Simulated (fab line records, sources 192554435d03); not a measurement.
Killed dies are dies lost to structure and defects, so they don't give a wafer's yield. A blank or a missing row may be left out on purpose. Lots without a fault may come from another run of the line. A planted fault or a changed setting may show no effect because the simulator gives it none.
Split-lot experiment | flow n5_finfet | 7 lots, 21 wafers read, on a route of 1938 steps

THE SPLIT
At N5_FIN_CUT_COAT_18 (time 60 s, resist thk 230 nm), the setting spin_rpm was moved away from the recipe's 1500 rpm on 5 of the 21 wafers read, by -3.7% to +9.3%. The other wafers ran this setting at the recipe's value.

FROM THE SPLIT TO THE READING: what the file shows between them, 12 steps
- N5_FIN_CUT_EXPOSE_05: exposes mask FIN CUT (also split here: dose_mj)
- N5_FIN_CUT_PEB_06: peb time 60 s
- N5_FIN_CUT_DEVELOP_07: develop time 30 s
- N5_FIN_CUT_CD_MEAS_08: target cd 29.1 nm
- N5_FIN_CUT_DESCUM_13: chemistry O2, time 7 s
- N5_FIN_CUT_ETCH_30: etches underlayer in N2/H2, target depth 13 nm, time 10.4 s
- N5_FIN_CUT_ETCH_20: etches SiARC in CF4, target depth 26 nm, time 43.3 s
- N5_FIN_CUT_ETCH_21: etches SOC in N2/H2, target depth 219 nm, overetch 43.8 nm, time 523.5 s
- N5_FIN_CUT_STRIP_23: strips in N2/H2
- N5_FIN_CUT_STRIP_31: strips in N2/H2
- N5_FIN_CUT_CUT_ETCH_27: etches SiO2 in CHF3/O2, target depth 4 nm, overetch 2 nm, time 4.9 s
- N5_FIN_CUT_PRECLEAN_35: cleans in vHF, time 13.3 s

THE READING
SOC_of_FIN_CUT_COAT_18.thk_nm (the simulator's own value, which no gauge read), in nm, at N5_FIN_CUT_CUT_ETCH_15 (etches Si in HBr/Cl2/O2, target depth 100 nm, bt time 10 s, time 42.4 s). The file gives no usual value for it. The 16 wafers here that ran the recipe average 170.7 nm, standard deviation 0.96 nm.

wafer  | tool, chamber at the split | spin_rpm as run, rpm | against the recipe | SOC_of_FIN_CUT_COAT_18.thk_nm, nm | against lot-mates on the recipe
L078.1 | litho_track-02, 0          | 1500                 | recipe             | 172                               | -
L078.3 | litho_track-02, 0          | 1500                 | recipe             | 171.6                             | -
L078.4 | litho_track-02, 0          | 1500                 | recipe             | 170.4                             | -
L079.2 | litho_track-02, 0          | 1500                 | recipe             | 170.2                             | -
L079.5 | litho_track-02, 0          | 1444                 | -3.7%              | 174.6                             | +5.2
L079.6 | litho_track-02, 0          | 1500                 | recipe             | 168.6                             | -
L081.3 | litho_track-04, 0          | 1500                 | recipe             | 170                               | -
L081.5 | litho_track-04, 0          | 1551                 | +3.4%              | 167.4                             | -2.4
L081.6 | litho_track-04, 0          | 1500                 | recipe             | 169.6                             | -
L083.3 | litho_track-02, 0          | 1500                 | recipe             | 170.8                             | -
L083.4 | litho_track-02, 0          | 1500                 | recipe             | 170.8                             | -
L083.5 | litho_track-02, 0          | 1500                 | recipe             | 169.8                             | -
L085.3 | litho_track-02, 0          | 1640                 | +9.3%              | 162.2                             | -8.8
L085.4 | litho_track-02, 0          | 1640                 | +9.3%              | 160.2                             | -10.8
L085.5 | litho_track-02, 0          | 1500                 | recipe             | 171                               | -
L090.1 | litho_track-04, 0          | 1500                 | recipe             | 171                               | -
L090.4 | litho_track-04, 0          | 1500                 | recipe             | 171                               | -
L090.3 | litho_track-04, 0          | 1500                 | recipe             | 172.8                             | -
L095.4 | litho_track-02, 0          | 1500                 | recipe             | 171                               | -
L095.6 | litho_track-02, 0          | 1500                 | recipe             | 171                               | -
L095.5 | litho_track-02, 0          | 1592                 | +6.1%              | 164.2                             | -6.8

THE FIT
A straight line over all 21 wafers: SOC_of_FIN_CUT_COAT_18.thk_nm changes by -1.03 nm for each +1% of spin_rpm; r = -0.96; the points scatter about the line by 0.94 nm.
The same after taking each lot's own level away (the mean of its wafers on the recipe; 21 wafers): -1.08 nm for each +1%; r = -0.98; scatter 0.74 nm.
On that fit, the largest move of spin_rpm shifts the reading by 10 nm.
The lots' own levels span 169.40 to 171.60 nm, that is 2.3 times the standard deviation above.
So the lot-to-lot level changes the slope little: the two slopes agree.
Check: with one of the wafers moved furthest among these (+9.3%) left out of the fit, the line predicts -10.6 nm for it against its lot-mates. It came out at -8.8 nm against them.

OTHER SPLITS ON THESE WAFERS
These wafers also went through other splits before the reading. Each is held against what the fit with the lots' levels taken away leaves over:
other split on the same wafers | wafers away from the commonest value | r with SOC_of_FIN_CUT_COAT_18.thk_nm (lot level and that fit taken away)
N5_FIN_CUT_EXPOSE_05 dose_mj   | 6                                    | -0.07

THE WHOLE CHAIN: every reading that the file lists as answering this split, in the file's order
step                   | what it does                                                             | reading                                                                        | change (the file's fit)              | r (the file's)
N5_FIN_CUT_COAT_18     | time 60 s, resist thk 230 nm                                             | SOC_of_FIN_CUT_COAT_18.thk_nm (the simulator's own value, which no gauge read) | -1.03 nm for each +1% of the setting | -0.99
N5_FIN_CUT_ETCH_21     | etches SOC in N2/H2, target depth 219 nm, overetch 43.8 nm, time 523.5 s | etch.depth_nm (the simulator's own value, which no gauge read)                 | -1.03 nm for each +1% of the setting | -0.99
N5_FIN_CUT_CUT_ETCH_15 | etches Si in HBr/Cl2/O2, target depth 100 nm, bt time 10 s, time 42.4 s  | SOC_of_FIN_CUT_COAT_18.thk_nm (the simulator's own value, which no gauge read) | -1.07 nm for each +1% of the setting | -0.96

THE FILE'S OWN FIT
SOC_of_FIN_CUT_COAT_18.thk_nm changes by -1.07 nm for each +1% of spin_rpm, r = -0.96.
